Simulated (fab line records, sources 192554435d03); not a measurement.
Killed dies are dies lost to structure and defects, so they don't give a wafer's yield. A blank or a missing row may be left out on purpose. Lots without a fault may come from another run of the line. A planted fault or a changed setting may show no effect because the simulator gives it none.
Chamber matching | flow n5_finfet | N5_BEOL_M15_ETCH_61 on rie_diel-05: 4 sister chambers
The step etches BARC in N2/H2, target depth 89 nm, overetch 26.7 nm, time 67.9 s. 4 wafers are shown with their chamber, then 9 later ones without.

WAFERS WITH THEIR CHAMBER
wafer  | chamber | drypump_motor_current_A (A)
L088.1 | 3       | 6.0
L088.5 | 2       | 6.3
L089.5 | 1       | 5.1
L089.6 | 0       | 5.3

WAFERS WITHOUT THEIR CHAMBER
wafer  | drypump_motor_current_A (A)
L092.1 | 6.3
L092.2 | 5.3
L092.5 | 5.4
L095.4 | 5.1
L095.5 | 5.1
L095.6 | 5.3
L096.1 | 5.3
L096.3 | 6.1
L096.5 | 5.3

WHICH CHAMBER EACH WENT THROUGH
wafer  | from the rows above | in truth
L092.1 | 2                   | 2
L092.2 | 0                   | 0
L092.5 | 0                   | 0
L095.4 | 1                   | 1
L095.5 | 1                   | 1
L095.6 | 0                   | 0
L096.1 | 0                   | 0
L096.3 | 3                   | 3
L096.5 | 0                   | 0
Placed correctly: 9 of 9. Can't be placed from these rows: 0. Placed wrongly: 0.
How it was worked out, from the rows above alone: a wafer's distance from a chamber is the root of the sum, over the readings, of the square of ((its reading less the chamber's mean) divided by the reading's scatter). The wafer belongs to the nearest chamber; if the next one is less than 2 further off, it can't be placed. A chamber's mean is the mean of its shown wafers. The scatter: with one shown wafer a chamber, the root of the mean of the squares of how far each hidden wafer lies from its nearest shown one.
